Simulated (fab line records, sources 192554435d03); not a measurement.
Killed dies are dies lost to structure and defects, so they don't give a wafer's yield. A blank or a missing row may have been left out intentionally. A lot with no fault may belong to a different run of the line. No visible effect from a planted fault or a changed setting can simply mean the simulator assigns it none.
Chamber matching	flow n5-finfet	N5_BEOL_M5_DESCUM_16 on rie-diel-04: 4 sister chambers
The step chemistry O2, time 7 s. 16 wafers are shown with their chamber, then 8 later ones without.

== WAFERS, EACH WITH ITS CHAMBER ==
wafer	chamber	showerhead-plenum-p-Torr (Torr)	throttle-valve-pct (%)	oes-product-au (a.u.)
L078.2	3	2.14	20.49	0.89
L078.3	0	2.06	20.18	0.93
L078.5	3	2.14	20.51	0.89
L080.2	0	2.06	20.17	0.91
L080.3	2	2.02	20.47	0.81
L080.6	3	2.13	20.48	0.88
L085.4	3	2.13	20.51	0.85
L085.5	0	2.06	20.18	0.88
L085.6	3	2.13	20.51	0.86
L087.2	3	2.13	20.50	0.86
L087.5	0	2.06	20.21	0.90
L087.6	1	2.05	20.35	0.70
L089.1	3	2.13	20.52	0.84
L089.3	1	2.05	20.38	0.69
L089.5	1	2.05	20.39	0.70
L090.3	1	2.05	20.37	0.68

SIGNATURES (averages over the wafers above)
reading	chamber 0	chamber 1	chamber 2	chamber 3	scatter within a chamber
showerhead-plenum-p-Torr	2.0600	2.0500	2.0200	2.1329	0.00345
throttle-valve-pct	20.1850	20.3725	20.4700	20.5029	0.0156
oes-product-au	0.9050	0.6925	0.8100	0.8671	0.0181
Rule: a wafer's distance from a chamber is the root of the sum, over the readings, of the square of ((its reading less the chamber's mean) divided by the reading's scatter). The wafer belongs to the nearest chamber; if the next one is less than 2 further off, it can't be placed. The scatter: take each reading less its chamber's mean, square it, sum over the shown wafers, divide by the number of wafers less the number of chambers, and take the root.

== WAFERS WHOSE CHAMBER IS MISSING ==
wafer	showerhead-plenum-p-Torr (Torr)	throttle-valve-pct (%)	oes-product-au (a.u.)
L090.4	2.13	20.53	0.84
L090.6	2.05	20.39	0.68
L093.1	2.13	20.54	0.84
L093.3	2.01	20.53	0.79
L093.4	2.01	20.53	0.79
L097.2	2.05	20.23	0.87
L097.3	2.12	20.55	0.82
L097.6	2.05	20.24	0.87

== EACH ONE'S CHAMBER ==
wafer	from the rows above	in truth
L090.4	3	3
L090.6	1	1
L093.1	3	3
L093.3	2	2
L093.4	2	2
L097.2	0	0
L097.3	3	3
L097.6	0	0
Placed correctly: 8 of 8. Can't be placed from these rows: 0. Number placed wrongly: 0.
